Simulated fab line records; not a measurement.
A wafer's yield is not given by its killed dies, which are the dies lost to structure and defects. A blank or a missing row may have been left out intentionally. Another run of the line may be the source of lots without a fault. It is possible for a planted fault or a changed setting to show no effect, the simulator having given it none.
One fault seen from 3 desks || flow nand harc || only its own numbers are on each desk; what lay behind them is given at the end

== FOR THE TOOL OWNER'S DESK: pecvd onon-01 ==
The tool's own readings at NHARC_A_ONON_D1_DEP_19 (target thk 1000 nm): means of the sampled wafers that have a number, for each lot that ran on this tool. If a lot's mean is further than 4 standard deviations from the usual mean, the lot is out of limits and carries the mark OUT (the distance appears in the brackets).
Columns: A = n2 flow sccm at NHARC_A_ONON_D1_DEP_19, usual 2750 sccm
{"lot": "L892", "first seen here": "day 9 17:18", "A": 2742}
{"lot": "L894", "first seen here": "day 10 01:23", "A": 2751}
{"lot": "L901", "first seen here": "day 12 20:16", "A": 2741}
{"lot": "L908", "first seen here": "day 16 02:02", "A": 2741}
{"lot": "L909", "first seen here": "day 16 13:41", "A": 2750}
{"lot": "L912", "first seen here": "day 18 02:19", "A": 2751}
This desk's finding: nothing out of limits on any of the 6 lots.

== THE DEFECT DESK ==
For each lot, the counts of the inspections along the route, averaged over the sampled wafers that have a number. If a lot's mean is further than 4 standard deviations from the usual mean, the lot is out of limits and carries the mark OUT (the distance appears in the brackets).
Columns: A = raw defect count at NHARC_A_SOURCE_PLATE_INSPECT_08, usual 66
{"lot": "L889", "first seen here": "day 7 15:51", "A": 45}
{"lot": "L890", "first seen here": "day 8 00:53", "A": 100}
{"lot": "L892", "first seen here": "day 9 05:31", "A": 45}
{"lot": "L894", "first seen here": "day 9 13:51", "A": 107}
{"lot": "L901", "first seen here": "day 12 10:53", "A": 39}
{"lot": "L902", "first seen here": "day 12 23:44", "A": 82}
{"lot": "L905", "first seen here": "day 14 08:24", "A": 64}
{"lot": "L907", "first seen here": "day 15 09:25", "A": 59}
{"lot": "L908", "first seen here": "day 15 15:22", "A": 78}
{"lot": "L909", "first seen here": "day 16 02:26", "A": 61}
{"lot": "L910", "first seen here": "day 16 02:26", "A": 70}
{"lot": "L911", "first seen here": "day 16 23:04", "A": 76}
{"lot": "L912", "first seen here": "day 17 15:48", "A": 41}
This desk's finding: nothing out of limits on any of the 13 lots.

== FROM THE METROLOGY DESK ==
Means of the sampled wafers that have a number, per lot and without regard to the tool the lot ran on: this is what the gauges read. If a lot's mean is further than 4 standard deviations from the usual mean, the lot is out of limits and carries the mark OUT (the distance appears in the brackets).
Columns: A = thk nm at NHARC_A_ONON_D1_THK_MEAS_21, usual 1001 nm
{"lot": "L889", "first seen here": "day 8 03:01", "A": 992}
{"lot": "L890", "first seen here": "day 8 12:41", "A": 996}
{"lot": "L892", "first seen here": "day 9 17:42", "A": 985}
{"lot": "L894", "first seen here": "day 10 01:54", "A": 1023}
{"lot": "L901", "first seen here": "day 12 20:47", "A": 970}
{"lot": "L902", "first seen here": "day 13 10:53", "A": 1008}
{"lot": "L905", "first seen here": "day 14 19:34", "A": 997}
{"lot": "L907", "first seen here": "day 15 20:39", "A": 1005}
{"lot": "L908", "first seen here": "day 16 02:32", "A": 998}
{"lot": "L909", "first seen here": "day 16 14:12", "A": 1010}
{"lot": "L910", "first seen here": "day 16 14:26", "A": 1001}
{"lot": "L911", "first seen here": "day 17 11:42", "A": 1012}
{"lot": "L912", "first seen here": "day 18 02:49", "A": 1015}
This desk's finding: nothing out of limits on any of the 13 lots.

== TAKEN TOGETHER ==
The desk of the tool owner found nothing out of limits.
No out-of-limits result turned up at the defect desk.
Metrology desk: nothing out of limits seen.

== WHAT HAD BEEN PUT IN BY THE SIMULATOR ==
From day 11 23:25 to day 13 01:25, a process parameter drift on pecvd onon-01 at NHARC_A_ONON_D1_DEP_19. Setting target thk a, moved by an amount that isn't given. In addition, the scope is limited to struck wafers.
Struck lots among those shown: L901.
